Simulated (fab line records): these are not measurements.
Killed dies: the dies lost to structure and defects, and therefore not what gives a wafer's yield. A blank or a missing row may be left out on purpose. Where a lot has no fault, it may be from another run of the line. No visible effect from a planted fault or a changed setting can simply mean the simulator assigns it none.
Chamber matching -- flow n5-finfet -- rie-diel-01 running N5_BEOL_M1_ETCH_64: 4 sister chambers
The step etches SOC in N2/H2, target depth 75 nm, overetch 15 nm, time 112.5 s. 8 wafers are shown with their chamber, then 8 later ones without.

## WAFERS, EACH WITH ITS CHAMBER
wafer,chamber,drypump-motor-current-A (A),showerhead-plenum-p-Torr (Torr)
L077.2,1,5.9,2.52
L077.4,2,5.7,2.66
L086.1,1,5.9,2.51
L086.4,0,5.1,2.48
L090.1,0,5.1,2.47
L090.4,2,5.6,2.65
L090.6,3,6.2,2.69
L092.1,3,6.2,2.69

## WAFERS WITHOUT THEIR CHAMBER
wafer,drypump-motor-current-A (A),showerhead-plenum-p-Torr (Torr)
L092.2,5.1,2.47
L092.4,6.3,2.69
L093.1,6.0,2.51
L093.4,5.6,2.64
L093.5,6.0,2.51
L094.4,5.9,2.51
L094.5,5.1,2.47
L094.6,5.9,2.51

## WHICH CHAMBER EACH ONE RAN IN
wafer,from the rows above,in truth
L092.2,0,0
L092.4,3,3
L093.1,1,1
L093.4,2,2
L093.5,1,1
L094.4,1,1
L094.5,0,0
L094.6,1,1
Correct placement for 8 of the 8. Can't be placed from these rows: 0. 0 placed wrongly.
How it was worked out, from the rows above alone: a wafer's distance from a chamber is the root of the sum, over the readings, of the square of ((its reading less the chamber's mean) divided by the reading's scatter). If the next closest chamber is less than 2 further off than the closest, the wafer can't be placed; otherwise it belongs to the closest. Each chamber's mean is taken over the wafers shown for it. The scatter: the root of (the sum of the squares of (reading less its chamber's mean) over the shown wafers, divided by (wafers less chambers)).
